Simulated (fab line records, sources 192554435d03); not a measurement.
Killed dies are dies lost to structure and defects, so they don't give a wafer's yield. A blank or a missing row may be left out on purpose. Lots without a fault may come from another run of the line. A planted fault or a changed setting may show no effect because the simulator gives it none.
Chamber matching | flow n5_finfet | N5_GATE_CUT_STRIP_42 on rie_diel-04: 4 sister chambers
The step strips in O2. 16 wafers are shown with their chamber, then 8 later ones without.

WAFERS WITH THEIR CHAMBER
wafer  | chamber | showerhead_plenum_p_Torr (Torr) | throttle_valve_pct (%) | drypump_motor_current_A (A)
L079.1 | 0       | 2.09                            | 16.97                  | 5.6
L079.3 | 3       | 2.17                            | 16.55                  | 5.8
L079.5 | 1       | 2.17                            | 16.38                  | 6.3
L081.1 | 0       | 2.09                            | 16.98                  | 5.6
L081.3 | 3       | 2.16                            | 16.57                  | 5.7
L081.6 | 1       | 2.17                            | 16.37                  | 6.3
L082.2 | 2       | 2.20                            | 17.03                  | 5.7
L082.3 | 3       | 2.16                            | 16.57                  | 5.7
L082.6 | 3       | 2.16                            | 16.56                  | 5.8
L083.3 | 3       | 2.16                            | 16.56                  | 5.7
L083.4 | 1       | 2.17                            | 16.37                  | 6.3
L083.5 | 1       | 2.17                            | 16.37                  | 6.3
L084.1 | 1       | 2.17                            | 16.38                  | 6.3
L084.2 | 0       | 2.09                            | 17.00                  | 5.6
L084.5 | 2       | 2.20                            | 17.06                  | 5.7
L088.1 | 1       | 2.17                            | 16.40                  | 6.3

SIGNATURES (means of the wafers above)
reading                  | chamber 0 | chamber 1 | chamber 2 | chamber 3 | scatter within a chamber
showerhead_plenum_p_Torr | 2.0900    | 2.1700    | 2.2000    | 2.1620    | 0.00258
throttle_valve_pct       | 16.9833   | 16.3783   | 17.0450   | 16.5620   | 0.0125
drypump_motor_current_A  | 5.600     | 6.300     | 5.700     | 5.740     | 0.0316
Rule: a wafer's distance from a chamber is the root of the sum, over the readings, of the square of ((its reading less the chamber's mean) divided by the reading's scatter). The wafer belongs to the nearest chamber; if the next one is less than 2 further off, it can't be placed. The scatter: the root of (the sum of the squares of (reading less its chamber's mean) over the shown wafers, divided by (wafers less chambers)).

WAFERS WITHOUT THEIR CHAMBER
wafer  | showerhead_plenum_p_Torr (Torr) | throttle_valve_pct (%) | drypump_motor_current_A (A)
L088.5 | 2.20                            | 17.06                  | 5.7
L088.6 | 2.17                            | 16.40                  | 6.3
L092.1 | 2.16                            | 16.41                  | 6.3
L092.2 | 2.19                            | 17.08                  | 5.7
L092.4 | 2.16                            | 16.41                  | 6.3
L094.1 | 2.19                            | 17.09                  | 5.7
L094.3 | 2.16                            | 16.41                  | 6.3
L094.6 | 2.16                            | 16.42                  | 6.3

WHICH CHAMBER EACH WENT THROUGH
wafer  | from the rows above | in truth
L088.5 | 2                   | 2
L088.6 | 1                   | 1
L092.1 | 1                   | 1
L092.2 | 2                   | 2
L092.4 | 1                   | 1
L094.1 | 2                   | 2
L094.3 | 1                   | 1
L094.6 | 1                   | 1
Placed correctly: 8 of 8. Can't be placed from these rows: 0. Placed wrongly: 0.
